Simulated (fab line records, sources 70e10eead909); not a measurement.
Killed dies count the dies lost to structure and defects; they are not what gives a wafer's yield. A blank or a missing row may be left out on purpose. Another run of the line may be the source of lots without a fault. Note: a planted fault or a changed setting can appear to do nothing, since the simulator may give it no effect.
A lot that was struck, set against a sound lot / flow nand-harc / 14 steps out of a route of 1302
Sound: these wafers, L314.1, L314.3, L314.4. The struck wafers were L322.1, L322.4, L322.5. Last of all comes the cause.
Per side, at each step with rows, come the tool, then ch with its chambers, and then its first start. Under that, the readings that differ: sound wafers / struck wafers / difference of the means / sigmas: that difference in standard deviations of wafers without a fault.
alike: readings with means less than 2 such deviations apart, plus words and numbers identical on both sides. not compared: withheld readings, readings lacking a value on some wafer, bounds such as >300 that could conceal the same value, and numbers that have no deviation in the record and whose values overlap.
The two part at a step that has a row with sigmas, a row that says differs or no value, or rows on one side only. Numbers that have no deviation but don't overlap get no sigmas and don't part them. Lack of a reading on every wafer of one side parts them only where that side has two or more wafers.

NHARC_P_STI_ETCH_42: etches the open film in N2/H2, target depth 80 nm, overetch 24 nm, time 61 s.
  sound on rie-diel-08 ch 0,2,3, day 6 03:06; struck on rie-diel-08 ch 1,2,3, day 9 11:38
  alike: drypump-motor-current-A, oes-product-au, rf-vpp-V, showerhead-plenum-p-Torr, throttle-valve-pct
  not compared: rf-hours-counter-h
NHARC_P_STI_ETCH_31: etches the open film in CF4/CHF3, target depth 108.9 nm, time 54.5 s.
  sound on rie-diel-08 ch 0,1,2; struck on rie-diel-08 ch 0,1,2
  alike: drypump-motor-current-A, oes-product-au, rf-vpp-V, showerhead-plenum-p-Torr, throttle-valve-pct
  not compared: rf-hours-counter-h
NHARC_P_STI_ETCH_15: etches the open film in HBr/Cl2, target depth 300 nm, time 100.1 s.
  sound on rie-si-03 ch 0,2,3, day 6 03:19; struck on rie-si-03 ch 2,3, day 9 11:49
  alike: drypump-motor-current-A, oes-product-au, throttle-valve-pct
  not compared: rf-hours-counter-h
NHARC_P_STI_CD_MEAS_16:
  sound: cd-sem-01 at day 6 03:27; struck: cd-sem-01 at day 9 11:59
  alike: cd-nm
NHARC_P_STI_OCD_MEAS_17:
  sound: ocd-01 at day 6 03:32; struck: ocd-02 at day 9 12:04
  alike: trench-depth-nm, trench-foot-cd-nm
then, 3 steps without rows for these wafers: NHARC_P_STI_STRIP_19 (strips in SPM, time 900 s); NHARC_P_STI_PRECLEAN_32 (cleans in SC1); NHARC_P_STI_SRD_23.
NHARC_P_STI_OCD_MEAS_43:
  sound: ocd-02 at day 6 04:03; struck: ocd-01 at day 9 12:35
  alike: trench-depth-nm, trench-foot-cd-nm
then, 3 steps without rows for these wafers: NHARC_P_STI_OXIDE_33 (material SiO2, target thk 10 nm, ox time 281 s); NHARC_P_STI_HDPCVD_20 (deposits SiO2); NHARC_P_STI_ANNEAL_34 (time 1800 s).
NHARC_P_STI_CMP_21: polishes, t overpolish 20 s, target thk 380.67 nm.
  sound on cmp-03 ch 0,1,3, day 6 18:33; struck on cmp-04 ch 1,3, day 10 12:23
reading=overpolish-run-s (s); sound=19.990 20.006 19.994; struck=69.116 69.110 69.118; difference=+49.118; sigmas=+99 or more
reading=t-overpolish-s (s); sound=20 20 20; struck=69.109 69.109 69.109; difference=+49.109; sigmas=
  alike: motor-current-A
following that, these wafers have no rows for 1 step: NHARC_END_SORT_01.

## WHERE THEY PART
NHARC_P_STI_CMP_21 only, going by this record.

WHY: the cause the simulator had injected
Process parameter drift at NHARC_P_STI_CMP_21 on cmp-04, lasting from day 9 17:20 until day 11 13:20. Setting t-overpolish-s, moved by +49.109, from 20. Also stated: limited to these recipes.
